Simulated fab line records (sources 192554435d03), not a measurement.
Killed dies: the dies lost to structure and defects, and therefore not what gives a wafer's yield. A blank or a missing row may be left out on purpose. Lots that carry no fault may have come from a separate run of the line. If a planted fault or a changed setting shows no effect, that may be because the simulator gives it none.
Struck lot and sound lot, side by side | flow n5-finfet | 13 out of 1938 route steps
Sound: the wafers L604.2, L604.5, L604.6. Struck: wafers L598.3, L598.5, L598.6. The cause is given at the end.
For every step that has rows: the tool of each side, followed by ch and its chambers, followed by its first start. Under that, the readings that differ: sound wafers | struck wafers | difference of the means | sigmas: that difference in standard deviations of wafers without a fault.
alike: same words and numbers on both sides, and readings whose means sit less than 2 such deviations apart. not compared: any withheld reading, any reading some wafer has no value for, any bound like >300 that may hide the same value, and any number with overlapping values for which the record gives no deviation.
A row with sigmas, a row that says differs or no value, or rows on one side alone: a step with any of these is where the two part. Numbers that have no deviation but don't overlap get no sigmas and don't part them. Lack of a reading on every wafer of one side parts them only where that side has two or more wafers.

first, 11 steps without rows for these wafers: N5_BEOL_M6_DESCUM_33 (chemistry O2, time 7 s); N5_BEOL_M6_ETCH_72 (etches underlayer in N2/H2, target depth 6.5 nm, time 5.2 s); N5_BEOL_M6_ETCH_65 (etches SiARC in CF4, target depth 15.6 nm, time 26 s); N5_BEOL_M6_ETCH_66 (etches SOC in N2/H2, target depth 80 nm, overetch 16 nm, time 120 s); N5_BEOL_M6_STRIP_69 (strips in N2/H2); N5_BEOL_M6_STRIP_73 (strips in N2/H2); N5_BEOL_M6_VIA_ETCH_34 (etches SiCOH lowk in C4F6/O2, target depth 126.3 nm, time 50.9 s); N5_BEOL_M6_STRIP_76 (strips in C4F6/O2); N5_BEOL_M6_STRIP_36 (strips in N2/H2); N5_BEOL_M6_TRENCH_ETCH_37 (etches SiCOH lowk in C4F6/O2, target depth 94.435 nm, time 31.5 s); N5_BEOL_M6_ETCH_41 (etches SiCN in CH3F/O2, target depth 29.7 nm, time 52 s).
N5_BEOL_M6_STRIP_80: strips in N2/H2, time 10 s.
  sound on rie-diel-06 ch 0,1,3, day 14 14:59; struck on rie-diel-06 ch 0,3, day 13 04:12
  no value came back on the struck wafers for any of 7 readings (bias-power-w (W), chamber-pressure-mTorr (mTorr) and others); on the sound wafers bias-power-w (W) reads 6.981 7.009 6.980
  not compared: rf-hours-counter-h
-- here the record skips 3 days between the struck wafers' starts before and after, leaving off in module BEOL_M6 and picking up in module PASSIVATION (first step shown: number 1936 of the route) --
N5_PASSIVATION_PROBE_49:
  rows exist in the record for the struck wafers here (prober-01, day 16 14:47), but not for the sound ones

## WHERE THEY PART
First at N5_BEOL_M6_STRIP_80; last, within this record, at N5_PASSIVATION_PROBE_49.

WHY: what had been put in by the simulator
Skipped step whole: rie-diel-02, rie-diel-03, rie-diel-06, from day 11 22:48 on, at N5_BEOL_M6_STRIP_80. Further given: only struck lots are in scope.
